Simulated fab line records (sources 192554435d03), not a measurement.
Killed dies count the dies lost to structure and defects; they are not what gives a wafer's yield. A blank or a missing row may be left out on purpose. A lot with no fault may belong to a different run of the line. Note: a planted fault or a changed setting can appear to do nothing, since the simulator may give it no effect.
fab line records / flow n5-finfet / part 2 of 2: steps 26 to 26 of 26
[record] lots = 5 wafers = 15 last-day = 16
route steps=1938 shown FIN_SAQP@103 BEOL_M4@1111 PASSIVATION@1936
lots that met no fault: from a run of the same line without faults
start-h: the number of hours between the record's first day and the start of the first shown wafer of the lot / wait-h: time in hours since the lot's previous step / " as in the row above / L1.1+2: several wafers, shown together as one row / - either no value or no given start / * or withheld: withheld / < > ~ a bound
route shown NAME@n: names a module that has steps shown in the file, with the first one's number in the route / usual: the fault-free wafers' mean and standard deviation / same: alike in all rows / chamber/n: place in a boat / sites: per-site readings / _std_site: standard deviation of those values / _edge_site: the outer-site mean with the inner-site mean subtracted / radius-mm: how far each site lies from the wafer's centre / mask NAME#n: copy n / behind: the last tool/chamber to shape the wafer / hold: why the lot went on hold/how many hours it stayed there/how the hold came to an end / device: whichever transistor did not switch (one of n, p or np) / end of line: tests of these same wafers at the route's end / a step without rows: its recipe alone / killed: dies lost to structure and defects at the first sort, not the wafer's yield / map: shows each die of a wafer: x if killed, . if not, _ if none is there
set.NAME: the run value of the setting; set.NAME@STEP: its run value at that earlier step / model.NAME: the simulator's own value behind a step, which no gauge read
lots seen at some steps along the route; tables by step, rows by wafer
services: when a tool's chamber went out of use (start-h, in hours from the record's first day, below 0 if earlier), for how many hours, and the reason
[[steps]]
[step N5_PASSIVATION_PROBE_49]
[usual] defect-limited-yield = 91.1/1.5 killed_at_M0_to_M3 = 35/9.5 killed_at_M4_up = 13/5.2 killed-at-contacts = 12/6.1 killed-at-front-end = 41/14 killed-at-other = 3.8/2.9 killed-dies = 105/17 killed-on-rim = 13/4.1 killed-open = 70/13 killed-short = 33/8.4 sort_bin_5_function = 5.1/0.97 sort_bin_6_memory = 3.4/0.69 sort-n-pass = 1075/17 sort-yield-pct = 91.1/1.5
[same] gross-dies = 1180 killed-at-back-side = 0 sort_bin_4_leakage[%] = 0 sort_bin_8_speed[%] = 0
lot.wafer=L442.1 tool=prober-01 chamber=- start-h=354.34 wait-h=0.0 defect-limited-yield[%]=0 killed_at_M0_to_M3=29 killed_at_M4_up=20 killed-at-contacts=9 killed-at-front-end=1118 killed-at-other=4 killed-dies=1180 killed-on-rim=152 killed-open=70 killed-short=34 sort_bin_5_function[%]=96.1 sort_bin_6_memory[%]=3.7 sort-n-pass=0 sort-yield-pct[%]=0
lot.wafer=L442.2 tool=prober-01 chamber=- start-h=354.39 wait-h=0.1 defect-limited-yield[%]=0 killed_at_M0_to_M3=40 killed_at_M4_up=20 killed-at-contacts=18 killed-at-front-end=1102 killed-at-other=0 killed-dies=1180 killed-on-rim=152 killed-open=100 killed-short=48 sort_bin_5_function[%]=94.4 sort_bin_6_memory[%]=5.1 sort-n-pass=0 sort-yield-pct[%]=0
lot.wafer=L442.6 tool=prober-01 chamber=- start-h=354.59 wait-h=0.3 defect-limited-yield[%]=0 killed_at_M0_to_M3=39 killed_at_M4_up=14 killed-at-contacts=15 killed-at-front-end=1110 killed-at-other=2 killed-dies=1180 killed-on-rim=152 killed-open=86 killed-short=36 sort_bin_5_function[%]=95.4 sort_bin_6_memory[%]=4.4 sort-n-pass=0 sort-yield-pct[%]=0
lot.wafer=L443.1 tool=prober-01 chamber=- start-h=355.17 wait-h=0.0 defect-limited-yield[%]=0 killed_at_M0_to_M3=45 killed_at_M4_up=10 killed-at-contacts=14 killed-at-front-end=1105 killed-at-other=6 killed-dies=1180 killed-on-rim=152 killed-open=75 killed-short=42 sort_bin_5_function[%]=95.7 sort_bin_6_memory[%]=4.1 sort-n-pass=0 sort-yield-pct[%]=0
lot.wafer=L443.2 tool=prober-01 chamber=- start-h=355.22 wait-h=0.1 defect-limited-yield[%]=0 killed_at_M0_to_M3=33 killed_at_M4_up=12 killed-at-contacts=29 killed-at-front-end=1104 killed-at-other=2 killed-dies=1180 killed-on-rim=152 killed-open=83 killed-short=35 sort_bin_5_function[%]=96.2 sort_bin_6_memory[%]=3.6 sort-n-pass=0 sort-yield-pct[%]=0
lot.wafer=L443.3 tool=prober-01 chamber=- start-h=355.27 wait-h=0.1 defect-limited-yield[%]=0 killed_at_M0_to_M3=40 killed_at_M4_up=7 killed-at-contacts=23 killed-at-front-end=1107 killed-at-other=3 killed-dies=1180 killed-on-rim=152 killed-open=90 killed-short=19 sort_bin_5_function[%]=96.9 sort_bin_6_memory[%]=2.9 sort-n-pass=0 sort-yield-pct[%]=0
lot.wafer=L444.3 tool=prober-01 chamber=- start-h=374.07 wait-h=0.1 defect-limited-yield[%]=0 killed_at_M0_to_M3=35 killed_at_M4_up=10 killed-at-contacts=19 killed-at-front-end=1112 killed-at-other=4 killed-dies=1180 killed-on-rim=152 killed-open=82 killed-short=44 sort_bin_5_function[%]=95.8 sort_bin_6_memory[%]=3.9 sort-n-pass=0 sort-yield-pct[%]=0
lot.wafer=L444.4 tool=prober-01 chamber=- start-h=374.12 wait-h=0.2 defect-limited-yield[%]=0 killed_at_M0_to_M3=36 killed_at_M4_up=8 killed-at-contacts=9 killed-at-front-end=1118 killed-at-other=9 killed-dies=1180 killed-on-rim=152 killed-open=74 killed-short=42 sort_bin_5_function[%]=95.3 sort_bin_6_memory[%]=4.2 sort-n-pass=0 sort-yield-pct[%]=0
lot.wafer=L444.6 tool=prober-01 chamber=- start-h=374.22 wait-h=0.3 defect-limited-yield[%]=0 killed_at_M0_to_M3=40 killed_at_M4_up=17 killed-at-contacts=19 killed-at-front-end=1101 killed-at-other=3 killed-dies=1180 killed-on-rim=152 killed-open=81 killed-short=51 sort_bin_5_function[%]=94.8 sort_bin_6_memory[%]=4.7 sort-n-pass=0 sort-yield-pct[%]=0
lot.wafer=L448.1 tool=prober-02 chamber=- start-h=385.21 wait-h=0.0 defect-limited-yield[%]=89.7 killed_at_M0_to_M3=45 killed_at_M4_up=9 killed-at-contacts=29 killed-at-front-end=35 killed-at-other=4 killed-dies=122 killed-on-rim=18 killed-open=84 killed-short=34 sort_bin_5_function[%]=6.9 sort_bin_6_memory[%]=3.0 sort-n-pass=1058 sort-yield-pct[%]=89.7
lot.wafer=L448.4 tool=prober-02 chamber=- start-h=385.36 wait-h=0.2 defect-limited-yield[%]=90.3 killed_at_M0_to_M3=30 killed_at_M4_up=17 killed-at-contacts=20 killed-at-front-end=46 killed-at-other=2 killed-dies=115 killed-on-rim=18 killed-open=78 killed-short=35 sort_bin_5_function[%]=5.3 sort_bin_6_memory[%]=4.0 sort-n-pass=1065 sort-yield-pct[%]=90.3
lot.wafer=L448.5 tool=prober-02 chamber=- start-h=385.41 wait-h=0.2 defect-limited-yield[%]=92.3 killed_at_M0_to_M3=34 killed_at_M4_up=4 killed-at-contacts=16 killed-at-front-end=35 killed-at-other=2 killed-dies=91 killed-on-rim=10 killed-open=42 killed-short=48 sort_bin_5_function[%]=4.7 sort_bin_6_memory[%]=2.4 sort-n-pass=1089 sort-yield-pct[%]=92.3
// killed by level:class
L442.1 FIN_SAQP:area-etch=1076 STI_FIN_REVEAL:geometric-particle:open=12 BEOL_M0_SAQP:geometric-particle:open=10 BEOL_M0_SAQP:geometric-particle:short=9 MOL_CONTACT_COAG:geometric-particle:open=8 BEOL_M4:geometric-particle:open=8 FIN_SAQP:geometric-particle:open=5 ILD0:geometric-particle:short=5
L442.2 FIN_SAQP:area-etch=1032 STI_FIN_REVEAL:geometric-particle:open=28 BEOL_M0_SAQP:geometric-particle:short=18 BEOL_M4:geometric-particle:open=13 MOL_CONTACT_COAG:geometric-particle:open=12 BEOL_M0_SAQP:geometric-particle:open=12 FIN_SAQP:geometric-particle:short=8 DUMMY_GATE:geometric-particle:open=8
L442.6 FIN_SAQP:area-etch=1058 STI_FIN_REVEAL:geometric-particle:open=18 BEOL_M0_SAQP:geometric-particle:open=17 MOL_CONTACT_COAG:geometric-particle:open=15 FIN_SAQP:geometric-particle:short=12 FIN_SAQP:geometric-particle:open=9 BEOL_M0_SAQP:geometric-particle:short=8 BEOL_M1:geometric-particle:open=7
L443.1 FIN_SAQP:area-etch=1063 STI_FIN_REVEAL:geometric-particle:open=15 MOL_CONTACT_COAG:geometric-particle:open=12 FIN_SAQP:geometric-particle:open=9 BEOL_M0_SAQP:geometric-particle:short=9 BEOL_M3:geometric-particle:open=8 BEOL_M0_SAQP:geometric-particle:open=6 BEOL_M1:geometric-particle:open=6
L443.2 FIN_SAQP:area-etch=1062 MOL_CONTACT_COAG:geometric-particle:open=20 STI_FIN_REVEAL:geometric-particle:open=19 BEOL_M0_SAQP:geometric-particle:open=13 MOL_CONTACT_COAG:geometric-particle:short=9 BEOL_M0_SAQP:geometric-particle:short=8 BEOL_M4:geometric-particle:open=8 BEOL_M1:geometric-particle:open=6
L443.3 FIN_SAQP:area-etch=1071 MOL_CONTACT_COAG:geometric-particle:open=20 STI_FIN_REVEAL:geometric-particle:open=18 BEOL_M0_SAQP:geometric-particle:open=16 BEOL_M1:geometric-particle:open=8 DUMMY_GATE:geometric-particle:open=7 BEOL_M3:geometric-particle:open=6 BEOL_M0_SAQP:geometric-particle:short=4
L444.3 FIN_SAQP:area-etch=1051 MOL_CONTACT_COAG:geometric-particle:open=17 STI_FIN_REVEAL:geometric-particle:open=14 BEOL_M3:geometric-particle:open=10 GATE_CUT:geometric-particle:open=8 FIN_SAQP:geometric-particle:short=7 GATE_CUT:geometric-particle:short=7 BEOL_M0_SAQP:geometric-particle:short=6
L444.4 FIN_SAQP:area-etch=1063 STI_FIN_REVEAL:geometric-particle:open=10 GATE_CUT:geometric-particle:short=10 FIN_SAQP:geometric-particle:open=8 MOL_CONTACT_COAG:geometric-particle:open=8 BEOL_M3:geometric-particle:short=8 FIN_SAQP:geometric-particle:short=7 BEOL_M3:geometric-particle:open=7
L444.6 FIN_SAQP:area-etch=1043 MOL_CONTACT_COAG:geometric-particle:open=17 BEOL_M3:geometric-particle:open=10 STI_FIN_REVEAL:geometric-particle:open=9 BEOL_M3:geometric-particle:short=9 FIN_SAQP:geometric-particle:short=8 GATE_CUT:geometric-particle:short=6 FIN_SAQP:geometric-particle:open=5
L448.1 MOL_CONTACT_COAG:geometric-particle:open=25 BEOL_M0_SAQP:geometric-particle:short=12 FIN_SAQP:geometric-particle:short=8 BEOL_M1:geometric-particle:open=8 BEOL_M0_SAQP:geometric-particle:open=7 FIN_SAQP:geometric-particle:open=6 BEOL_M3:geometric-particle:open=6 BEOL_M2:geometric-particle:open=5
L448.4 MOL_CONTACT_COAG:geometric-particle:open=16 FIN_SAQP:geometric-particle:short=14 STI_FIN_REVEAL:geometric-particle:open=11 BEOL_M4:geometric-particle:open=9 FIN_SAQP:geometric-particle:open=7 BEOL_M2:geometric-particle:open=7 BEOL_M3:geometric-particle:open=5 DUMMY_GATE:geometric-particle:open=4
L448.5 BEOL_M0_SAQP:geometric-particle:short=13 FIN_SAQP:geometric-particle:short=11 MOL_CONTACT_COAG:geometric-particle:open=10 BEOL_M0_SAQP:geometric-particle:open=8 MOL_CONTACT_COAG:geometric-particle:short=6 BEOL_M3:geometric-particle:open=5 STARTING-WAFER:geometric-particle:short=5 STI_FIN_REVEAL:geometric-particle:short=4
// map L442.1 (x killed, . not)
_________________xxxxxxxxxxxx________________
______________xxxxxxxxxxxxxxxxxx_____________
___________xxxxxxxxxxxxxxxxxxxxxxxx__________
__________xxxxxxxxxxxxxxxxxxxxxxxxxx_________
________xxxxxxxxxxxxxxxxxxxxxxxxxxxxxx_______
_______xxxxxxxxxxxxxxxxxxxxxxxxxxxxxxxx______
______xxxxxxxxxxxxxxxxxxxxxxxxxxxxxxxxxx_____
_____xxxxxxxxxxxxxxxxxxxxxxxxxxxxxxxxxxxx____
____xxxxxxxxxxxxxxxxxxxxxxxxxxxxxxxxxxxxxx___
___xxxxxxxxxxxxxxxxxxxxxxxxxxxxxxxxxxxxxxxx__
___xxxxxxxxxxxxxxxxxxxxxxxxxxxxxxxxxxxxxxxx__
__xxxxxxxxxxxxxxxxxxxxxxxxxxxxxxxxxxxxxxxxxx_
__xxxxxxxxxxxxxxxxxxxxxxxxxxxxxxxxxxxxxxxxxx_
_xxxxxxxxxxxxxxxxxxxxxxxxxxxxxxxxxxxxxxxxxxxx
_xxxxxxxxxxxxxxxxxxxxxxxxxxxxxxxxxxxxxxxxxxxx
_xxxxxxxxxxxxxxxxxxxxxxxxxxxxxxxxxxxxxxxxxxxx
_xxxxxxxxxxxxxxxxxxxxxxxxxxxxxxxxxxxxxxxxxxxx
_xxxxxxxxxxxxxxxxxxxxxxxxxxxxxxxxxxxxxxxxxxxx
_xxxxxxxxxxxxxxxxxxxxxxxxxxxxxxxxxxxxxxxxxxxx
_xxxxxxxxxxxxxxxxxxxxxxxxxxxxxxxxxxxxxxxxxxxx
_xxxxxxxxxxxxxxxxxxxxxxxxxxxxxxxxxxxxxxxxxxxx
__xxxxxxxxxxxxxxxxxxxxxxxxxxxxxxxxxxxxxxxxxx_
__xxxxxxxxxxxxxxxxxxxxxxxxxxxxxxxxxxxxxxxxxx_
___xxxxxxxxxxxxxxxxxxxxxxxxxxxxxxxxxxxxxxxx__
___xxxxxxxxxxxxxxxxxxxxxxxxxxxxxxxxxxxxxxxx__
____xxxxxxxxxxxxxxxxxxxxxxxxxxxxxxxxxxxxxx___
_____xxxxxxxxxxxxxxxxxxxxxxxxxxxxxxxxxxxx____
______xxxxxxxxxxxxxxxxxxxxxxxxxxxxxxxxxx_____
_______xxxxxxxxxxxxxxxxxxxxxxxxxxxxxxxx______
________xxxxxxxxxxxxxxxxxxxxxxxxxxxxxx_______
__________xxxxxxxxxxxxxxxxxxxxxxxxxx_________
___________xxxxxxxxxxxxxxxxxxxxxxxx__________
______________xxxxxxxxxxxxxxxxxx_____________
_________________xxxxxxxxxxxx________________
// map L443.1 (x killed, . not)
_________________xxxxxxxxxxxx________________
______________xxxxxxxxxxxxxxxxxx_____________
___________xxxxxxxxxxxxxxxxxxxxxxxx__________
__________xxxxxxxxxxxxxxxxxxxxxxxxxx_________
________xxxxxxxxxxxxxxxxxxxxxxxxxxxxxx_______
_______xxxxxxxxxxxxxxxxxxxxxxxxxxxxxxxx______
______xxxxxxxxxxxxxxxxxxxxxxxxxxxxxxxxxx_____
_____xxxxxxxxxxxxxxxxxxxxxxxxxxxxxxxxxxxx____
____xxxxxxxxxxxxxxxxxxxxxxxxxxxxxxxxxxxxxx___
___xxxxxxxxxxxxxxxxxxxxxxxxxxxxxxxxxxxxxxxx__
___xxxxxxxxxxxxxxxxxxxxxxxxxxxxxxxxxxxxxxxx__
__xxxxxxxxxxxxxxxxxxxxxxxxxxxxxxxxxxxxxxxxxx_
__xxxxxxxxxxxxxxxxxxxxxxxxxxxxxxxxxxxxxxxxxx_
_xxxxxxxxxxxxxxxxxxxxxxxxxxxxxxxxxxxxxxxxxxxx
_xxxxxxxxxxxxxxxxxxxxxxxxxxxxxxxxxxxxxxxxxxxx
_xxxxxxxxxxxxxxxxxxxxxxxxxxxxxxxxxxxxxxxxxxxx
_xxxxxxxxxxxxxxxxxxxxxxxxxxxxxxxxxxxxxxxxxxxx
_xxxxxxxxxxxxxxxxxxxxxxxxxxxxxxxxxxxxxxxxxxxx
_xxxxxxxxxxxxxxxxxxxxxxxxxxxxxxxxxxxxxxxxxxxx
_xxxxxxxxxxxxxxxxxxxxxxxxxxxxxxxxxxxxxxxxxxxx
_xxxxxxxxxxxxxxxxxxxxxxxxxxxxxxxxxxxxxxxxxxxx
__xxxxxxxxxxxxxxxxxxxxxxxxxxxxxxxxxxxxxxxxxx_
__xxxxxxxxxxxxxxxxxxxxxxxxxxxxxxxxxxxxxxxxxx_
___xxxxxxxxxxxxxxxxxxxxxxxxxxxxxxxxxxxxxxxx__
___xxxxxxxxxxxxxxxxxxxxxxxxxxxxxxxxxxxxxxxx__
____xxxxxxxxxxxxxxxxxxxxxxxxxxxxxxxxxxxxxx___
_____xxxxxxxxxxxxxxxxxxxxxxxxxxxxxxxxxxxx____
______xxxxxxxxxxxxxxxxxxxxxxxxxxxxxxxxxx_____
_______xxxxxxxxxxxxxxxxxxxxxxxxxxxxxxxx______
________xxxxxxxxxxxxxxxxxxxxxxxxxxxxxx_______
__________xxxxxxxxxxxxxxxxxxxxxxxxxx_________
___________xxxxxxxxxxxxxxxxxxxxxxxx__________
______________xxxxxxxxxxxxxxxxxx_____________
_________________xxxxxxxxxxxx________________
[[services]]
tool=rie-si-06 chamber=3 start-h=24.06 hours=5.7 kind=repair
tool=rie-diel-03 chamber=1 start-h=31.15 hours=8.8 kind=repair
tool=rie-diel-05 chamber=- start-h=47.80 hours=1.1 kind=repair
tool=rie-si-01 chamber=0 start-h=47.97 hours=5.0 kind=repair
tool=rie-diel-03 chamber=3 start-h=54.33 hours=32.3 kind=repair
tool=rie-diel-06 chamber=1 start-h=87.45 hours=- kind=clean
tool=rie-diel-06 chamber=1 start-h=87.45 hours=- kind=consumable-replace:focus-ring
tool=rie-diel-06 chamber=1 start-h=87.45 hours=- kind=consumable-replace:showerhead
tool=rie-diel-06 chamber=1 start-h=87.45 hours=24.6 kind=scheduled-down
tool=rie-diel-06 chamber=1 start-h=87.45 hours=24.6 kind=vent-cycle
tool=rie-diel-05 chamber=2 start-h=111.77 hours=- kind=clean
tool=rie-diel-05 chamber=2 start-h=111.77 hours=- kind=consumable-replace:focus-ring
tool=rie-diel-05 chamber=2 start-h=111.77 hours=- kind=consumable-replace:showerhead
tool=rie-diel-05 chamber=2 start-h=111.77 hours=13.0 kind=scheduled-down
tool=rie-diel-05 chamber=2 start-h=111.77 hours=13.0 kind=vent-cycle
tool=rie-diel-05 chamber=- start-h=117.79 hours=14.6 kind=pm
[[key]]
[first-sign] step = N5_FIN_SAQP_ETCH_51 reading = tool-record direction = missing
[effect] step = N5_FIN_SAQP_ETCH_52 reading = oes-product-au direction = down sigmas = 6 usual = 0.68 struck = 0.28
[effect] step = N5_FIN_SAQP_HM_OPEN_73 reading = oes-product-au direction = down sigmas = 3.9 usual = 0.46 struck = 0.28
[effect] step = N5_FIN_SAQP_MANDREL_ETCH_22 reading = oes-product-au direction = down sigmas = 38 usual = 0.767 struck = 0.304
[effect] step = N5_FIN_SAQP_SPACER1_ETCHBACK_25 reading = oes-product-au direction = down sigmas = 6.6 usual = 0.74 struck = 0.27
[effect] step = N5_FIN_SAQP_MANDREL1_REMOVE_56 reading = oes-product-au direction = down sigmas = 52 usual = 0.994 struck = 0.373
[effect] step = N5_FIN_SAQP_CD_MEAS_27 reading = cd-nm direction = missing
[effect] step = N5_PASSIVATION_PROBE_49 reading = sort_bin_5_function direction = up sigmas = 93 usual = 5.1 struck = 95.6
[model-effect] step = N5_FIN_SAQP_ETCH_51 value = CAR-ArF_of_FIN_SAQP_COAT_10.thk-nm without = 50.87 struck = 83.45
[more-kills-born-at] N5_FIN_SAQP_ETCH_51@rie-diel-03 = 9519
met-at N5_FIN_SAQP_ETCH_51
struck-wafers L442.1,L442.2,L442.6,L443.1,L443.2,L443.3,L444.3,L444.4,L444.6
later-rows-left-out L442.1,L442.2,L442.6,L443.1,L443.2,L443.3,L444.3,L444.4,L444.6
onset-between 46.38 88.39
[fault] kind = skipped-step-whole tool = rie-diel-03 chamber = - onset-h = 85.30 steps = N5_FIN_SAQP_ETCH_51 scope = struck-lots-only
// later-rows-left-out: the simulator's readings of these wafers behind a module that went badly wrong aren't trusted and aren't shown, but for the sort
